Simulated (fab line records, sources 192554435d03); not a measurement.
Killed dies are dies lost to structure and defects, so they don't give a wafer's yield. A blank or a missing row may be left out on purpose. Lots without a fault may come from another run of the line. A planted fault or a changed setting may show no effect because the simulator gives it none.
Chamber matching | flow n5_finfet | N5_BEOL_M0_SAQP_ETCH_83 on rie_diel-06: 4 sister chambers
The step etches SiARC in CF4, target depth 39 nm, time 65 s. 4 wafers are shown with their chamber, then 11 later ones without.

WAFERS WITH THEIR CHAMBER
wafer  | chamber | showerhead_plenum_p_Torr (Torr)
L081.3 | 1       | 2.11
L081.5 | 0       | 2.11
L090.2 | 3       | 2.17
L091.1 | 2       | 2.22

WAFERS WITHOUT THEIR CHAMBER
wafer  | showerhead_plenum_p_Torr (Torr)
L091.3 | 2.17
L091.6 | 2.10
L093.1 | 2.10
L093.2 | 2.22
L093.5 | 2.10
L094.1 | 2.22
L094.2 | 2.10
L094.6 | 2.10
L095.1 | 2.17
L095.3 | 2.10
L095.5 | 2.22

WHICH CHAMBER EACH WENT THROUGH
wafer  | from the rows above     | in truth
L091.3 | 3                       | 3
L091.6 | can't be placed: 0 or 1 | 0
L093.1 | can't be placed: 0 or 1 | 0
L093.2 | 2                       | 2
L093.5 | can't be placed: 0 or 1 | 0
L094.1 | 2                       | 2
L094.2 | can't be placed: 0 or 1 | 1
L094.6 | can't be placed: 0 or 1 | 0
L095.1 | 3                       | 3
L095.3 | can't be placed: 0 or 1 | 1
L095.5 | 2                       | 2
Placed correctly: 5 of 11. Can't be placed from these rows: 6 (the true chamber is among the candidates in 6). Placed wrongly: 0.
How it was worked out, from the rows above alone: a wafer's distance from a chamber is the root of the sum, over the readings, of the square of ((its reading less the chamber's mean) divided by the reading's scatter). The wafer belongs to the nearest chamber; if the next one is less than 2 further off, it can't be placed. A chamber's mean is the mean of its shown wafers. The scatter: with one shown wafer a chamber, the root of the mean of the squares of how far each hidden wafer lies from its nearest shown one.
